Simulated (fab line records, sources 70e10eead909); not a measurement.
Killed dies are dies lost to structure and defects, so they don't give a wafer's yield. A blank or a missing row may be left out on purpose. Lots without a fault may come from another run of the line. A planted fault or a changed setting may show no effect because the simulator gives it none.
Which tool did it? | flow nand_harc | 6 lots, 18 wafers sampled, at 4 steps of a route of 1159

WHAT THE GAUGES READ, wafer by wafer
NHARC_END_SORT_01.
lot  | measured     | on        | killed_open
L308 | day 20 22:04 | prober-02 | 2 6 3
L310 | day 21 05:14 | prober-01 | 1 4 5
L311 | day 21 13:03 | prober-01 | 1 1 2
L316 | day 22 13:20 | prober-01 | 2 2 2

WHICH TOOL RAN EACH LOT (tool, then ch and the chambers of the sampled wafers, then the start)
lot  | NHARC_A_BLC_PRE_CLEAN_31     | NHARC_THIN_TSV_DEGAS_53      | NHARC_THIN_TSV_STRIP_56
L308 | pvd_sputter-03, day 17 18:21 | pvd_sputter-02, day 20 00:48 | plasma_asher-02 ch 0,1, day 20 02:37
L310 | pvd_sputter-01, day 18 19:20 | pvd_sputter-01, day 20 09:44 | plasma_asher-01 ch 0,1, day 20 11:26
L311 | pvd_sputter-01, day 19 11:44 | pvd_sputter-01, day 20 17:20 | plasma_asher-01 ch 0,1, day 20 19:20
L315 | pvd_sputter-01, day 20 00:38 | pvd_sputter-01, day 21 12:26 | plasma_asher-02 ch 0,1, day 21 14:17
L316 | pvd_sputter-02, day 20 07:59 | pvd_sputter-01, day 21 20:44 | plasma_asher-01 ch 1, day 21 22:47
L319 | pvd_sputter-03, day 21 14:26 | pvd_sputter-02, day 23 01:58 | plasma_asher-02 ch 0,1, day 23 03:48
- NHARC_A_BLC_PRE_CLEAN_31: time 15 s.
- NHARC_THIN_TSV_DEGAS_53: time 60 s.
- NHARC_THIN_TSV_STRIP_56: strips in O2.

THE ANSWER, worked out from the rows above alone
Rule: what is usual is taken from the lots themselves. Put in order of their means at a reading, lots are off if they are a third of the lots or fewer, leave a main group of 4 or more, and stand apart from it by a gap of 3 or more times the standard deviation of the main group's means; of several such gaps the widest counts. A main group whose means are all the same, to the digits that the tables above print for the reading, isn't used. A lot without any number at a reading at which 4 lots or more have one is off too. The other lots that the step has rows for count as sound.
No lot is off at any reading shown: from this, nothing can be told.

WHAT THE SIMULATOR HAD PUT IN
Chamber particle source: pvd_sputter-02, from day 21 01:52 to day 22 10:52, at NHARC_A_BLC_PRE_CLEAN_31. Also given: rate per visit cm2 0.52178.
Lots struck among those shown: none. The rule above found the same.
